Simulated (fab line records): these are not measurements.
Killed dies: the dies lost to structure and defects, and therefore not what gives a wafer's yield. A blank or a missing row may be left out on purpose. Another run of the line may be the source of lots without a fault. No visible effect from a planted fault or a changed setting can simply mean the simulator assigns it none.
What tool caused it?    flow n5Finfet    24 lots with 72 wafers sampled at 3 steps, on a route of 1938 steps

== WHAT THE GAUGES READ, wafer by wafer ==
N5_BEOL_M5_INSPECT_30: inspects for defects (brightfield).
lot   measured      on                rawDefectCount
L074  day 10 00:14  defectInspect-01  452 754 600
L075  day 11 08:29  defectInspect-02  471 314 340
L076  day 11 14:09  defectInspect-02  402 406 297
L077  day 11 18:19  defectInspect-01  393 585 426
L078  day 12 00:31  defectInspect-02  437 544 501
L080  day 12 06:47  defectInspect-01  529 526 403
L081  day 12 10:30  defectInspect-02  472 484 407
L082  day 12 15:54  defectInspect-02  405 453 495
L083  day 12 16:09  defectInspect-02  466 433 504
L084  day 12 22:10  defectInspect-01  447 425 545
L085  day 13 07:04  defectInspect-01  390 642 375
L086  day 13 11:56  defectInspect-02  388 343 295
L092  day 13 11:35  defectInspect-02  319 393 473
L088  day 14 04:31  defectInspect-01  411 524 609
L089  day 14 09:05  defectInspect-01  439 522 519
L087  day 14 10:32  defectInspect-01  379 562 434
L090  day 14 11:02  defectInspect-01  350 297 271
L091  day 14 16:44  defectInspect-01  401 382 375
L093  day 14 19:50  defectInspect-02  290 408 425
L079  day 15 17:23  defectInspect-02  357 423 537
L097  day 15 17:34  defectInspect-02  323 262 329
L096  day 16 02:19  defectInspect-01  415 330 343
L094  day 16 13:19  defectInspect-02  539 428 370
L095  day 16 19:31  defectInspect-01  567 497 262

== WHAT TOOL EACH LOT RAN ON (gives the tool, then ch and the chambers of the sampled wafers, and finally the start) ==
lot   N5_BEOL_M5_ETCH_72                 N5_BEOL_M5_ETCH_61
L074  rieDiel-06 ch 0,1,2, day 9 21:34   rieDiel-06 ch 0,1,2, day 9 21:34
L075  rieDiel-03 ch 2,3, day 11 06:59    rieDiel-03 ch 2,3, day 11 07:00
L076  rieDiel-01 ch 0,1,3, day 11 12:24  rieDiel-01 ch 0,1,3, day 11 12:25
L077  rieDiel-01 ch 0,3, day 11 15:31    rieDiel-01 ch 0,3, day 11 15:32
L078  rieDiel-06 ch 1,2,3, day 11 21:17  rieDiel-06 ch 1,2,3, day 11 21:18
L080  rieDiel-01 ch 1,2,3, day 12 05:46  rieDiel-01 ch 1,2,3, day 12 05:47
L081  rieDiel-01 ch 1,2,3, day 12 07:31  rieDiel-01 ch 1,2,3, day 12 07:32
L082  rieDiel-01 ch 0,3, day 12 15:07    rieDiel-01 ch 0,3, day 12 15:07
L083  rieDiel-01 ch 1,2, day 12 15:20    rieDiel-01 ch 1,2, day 12 15:21
L084  rieDiel-01 ch 1,2, day 12 19:38    rieDiel-01 ch 1,2, day 12 19:39
L085  rieDiel-06 ch 1,2,3, day 13 04:19  rieDiel-06 ch 1,2,3, day 13 04:20
L086  rieDiel-06 ch 1,2, day 13 10:34    rieDiel-06 ch 1,2, day 13 10:35
L092  rieDiel-01 ch 0,2,3, day 13 10:40  rieDiel-01 ch 0,2,3, day 13 10:40
L088  rieDiel-03 ch 0,1, day 14 01:10    rieDiel-03 ch 0,1, day 14 01:11
L089  rieDiel-01 ch 0,2,3, day 14 06:22  rieDiel-01 ch 0,2,3, day 14 06:23
L087  rieDiel-03 ch 0,1,3, day 14 06:23  rieDiel-03 ch 0,1,3, day 14 06:23
L090  rieDiel-01 ch 0,2,3, day 14 10:11  rieDiel-01 ch 0,2,3, day 14 10:13
L091  rieDiel-01 ch 0,1,2, day 14 14:53  rieDiel-01 ch 0,1,2, day 14 14:55
L093  rieDiel-01 ch 0,3, day 14 18:41    rieDiel-01 ch 0,3, day 14 18:42
L079  rieDiel-01 ch 0,1,2, day 15 15:11  rieDiel-01 ch 0,1,2, day 15 15:13
L097  rieDiel-03 ch 1,3, day 15 15:37    rieDiel-03 ch 1,3, day 15 15:38
L096  rieDiel-06 ch 0,1,3, day 16 01:02  rieDiel-06 ch 0,1,3, day 16 01:04
L094  rieDiel-01 ch 1,2,3, day 16 12:25  rieDiel-01 ch 1,2,3, day 16 12:26
L095  rieDiel-06 ch 0,2, day 16 16:13    rieDiel-06 ch 0,2, day 16 16:14
- N5_BEOL_M5_ETCH_72: etches underlayer in N2/H2, target depth 6.5 nm, time 5.2 s.
- N5_BEOL_M5_ETCH_61: etches SiARC in CF4, target depth 15.6 nm, time 26 s.

== WHAT THE TOOLS THEMSELVES READ (means of the sampled wafers that have a number; where no wafer has one, the mark that the record gives instead) ==
N5_BEOL_M5_ETCH_72.
lot   tool        drypumpMotorCurrentA (A)  etchRfOnTimeS (s)  oesProductAu (a.u.)  rfVppV (V)  showerheadPlenumPTorr (Torr)  throttleValvePct (%)
L074  rieDiel-06  6.0                       5.17               0.61                 523.7       2.55                          18.08
L075  rieDiel-03  5.1                       5.20               0.67                 525.5       2.62                          17.94
L076  rieDiel-01  6.3                       5.15               0.70                 522.0       2.49                          17.97
L077  rieDiel-01  6.2                       5.19               0.73                 522.5       2.47                          17.97
L078  rieDiel-06  5.6                       5.17               0.72                 523.6       2.53                          17.93
L080  rieDiel-01  6.2                       5.11               0.71                 524.9       2.57                          17.96
L081  rieDiel-01  6.2                       5.12               0.71                 524.1       2.57                          17.97
L082  rieDiel-01  6.2                       5.14               0.73                 521.6       2.47                          17.98
L083  rieDiel-01  6.4                       5.13               0.70                 526.1       2.64                          18.06
L084  rieDiel-01  6.4                       5.11               0.70                 526.3       2.64                          18.06
L085  rieDiel-06  5.6                       5.13               0.70                 524.0       2.53                          17.92
L086  rieDiel-06  6.0                       5.17               0.69                 523.5       2.49                          17.87
L092  rieDiel-01  6.3                       5.07               0.72                 524.2       2.54                          18.08
L088  rieDiel-03  5.9                       5.18               0.60                 521.1       2.45                          17.82
L089  rieDiel-01  6.4                       5.11               0.71                 523.4       2.53                          18.08
L087  rieDiel-03  5.7                       5.26               0.64                 522.9       2.50                          17.95
L090  rieDiel-01  6.3                       5.15               0.70                 524.0       2.53                          18.09
L091  rieDiel-01  6.4                       5.17               0.65                 522.8       2.55                          18.10
L093  rieDiel-01  6.4                       5.17               0.68                 521.7       2.45                          18.10
L079  rieDiel-01  6.4                       5.18               0.66                 523.9       2.55                          18.12
L097  rieDiel-03  5.6                       5.26               0.66                 522.6       2.52                          17.88
L096  rieDiel-06  5.6                       5.09               0.73                 524.2       2.58                          17.94
L094  rieDiel-01  6.2                       5.12               0.68                 524.5       2.56                          18.03
L095  rieDiel-06  6.4                       5.16               0.67                 523.2       2.48                          18.00

N5_BEOL_M5_ETCH_61.
lot   tool        drypumpMotorCurrentA (A)  etchRfOnTimeS (s)  oesProductAu (a.u.)  rfVppV (V)  showerheadPlenumPTorr (Torr)  throttleValvePct (%)
L074  rieDiel-06  6.0                       26.5               0.61                 183.8       2.15                          15.84
L075  rieDiel-03  5.1                       26.2               0.67                 184.4       2.20                          15.69
L076  rieDiel-01  6.3                       26.0               0.69                 183.9       2.10                          15.75
L077  rieDiel-01  6.2                       25.6               0.74                 183.9       2.08                          15.72
L078  rieDiel-06  5.6                       25.7               0.71                 184.2       2.13                          15.62
L080  rieDiel-01  6.2                       25.8               0.71                 184.7       2.17                          15.70
L081  rieDiel-01  6.2                       25.5               0.72                 185.0       2.16                          15.70
L082  rieDiel-01  6.2                       25.7               0.73                 184.1       2.08                          15.75
L083  rieDiel-01  6.3                       25.5               0.70                 185.2       2.23                          15.76
L084  rieDiel-01  6.3                       25.4               0.70                 184.5       2.22                          15.76
L085  rieDiel-06  5.6                       25.7               0.70                 184.5       2.13                          15.64
L086  rieDiel-06  6.0                       25.8               0.69                 183.2       2.09                          15.61
L092  rieDiel-01  6.3                       25.8               0.71                 184.7       2.14                          15.81
L088  rieDiel-03  5.9                       26.0               0.60                 183.3       2.07                          15.54
L089  rieDiel-01  6.3                       25.9               0.71                 184.0       2.14                          15.82
L087  rieDiel-03  5.7                       26.2               0.64                 183.7       2.11                          15.65
L090  rieDiel-01  6.3                       25.9               0.70                 184.1       2.14                          15.83
L091  rieDiel-01  6.5                       26.2               0.66                 184.0       2.15                          15.85
L093  rieDiel-01  6.4                       25.8               0.68                 182.8       2.07                          15.88
L079  rieDiel-01  6.5                       25.9               0.66                 184.9       2.15                          15.85
L097  rieDiel-03  5.6                       26.3               0.67                 183.8       2.12                          15.56
L096  rieDiel-06  5.6                       25.5               0.73                 184.5       2.17                          15.62
L094  rieDiel-01  6.2                       25.4               0.69                 183.8       2.16                          15.76
L095  rieDiel-06  6.4                       25.9               0.66                 183.5       2.09                          15.74

== THE ANSWER, worked out from the rows above alone ==
Rule: the usual values come from the lots themselves. The widest of any qualifying gaps counts: lots, ordered by their means at a reading, are off when they make up no more than a third of the lots, leave a main group of 4 or more, and stand apart from it by 3 or more times the standard deviation of that group's means. A main group is skipped when, at the precision printed for the reading in the tables above, its means are all equal. Also off: a lot with no number at a reading for which 4 or more lots have one. All remaining lots with rows at the step are treated as sound. First the gauges in route order, then the tools' own readings, where a lot's mean is used as printed above. The first step at which some lot is off is used, and at that step the reading that is off furthest; a lot without a number counts as furthest.
Nothing can be told from this: no lot is off at any reading shown.

== WHAT THE SIMULATOR PUT IN ==
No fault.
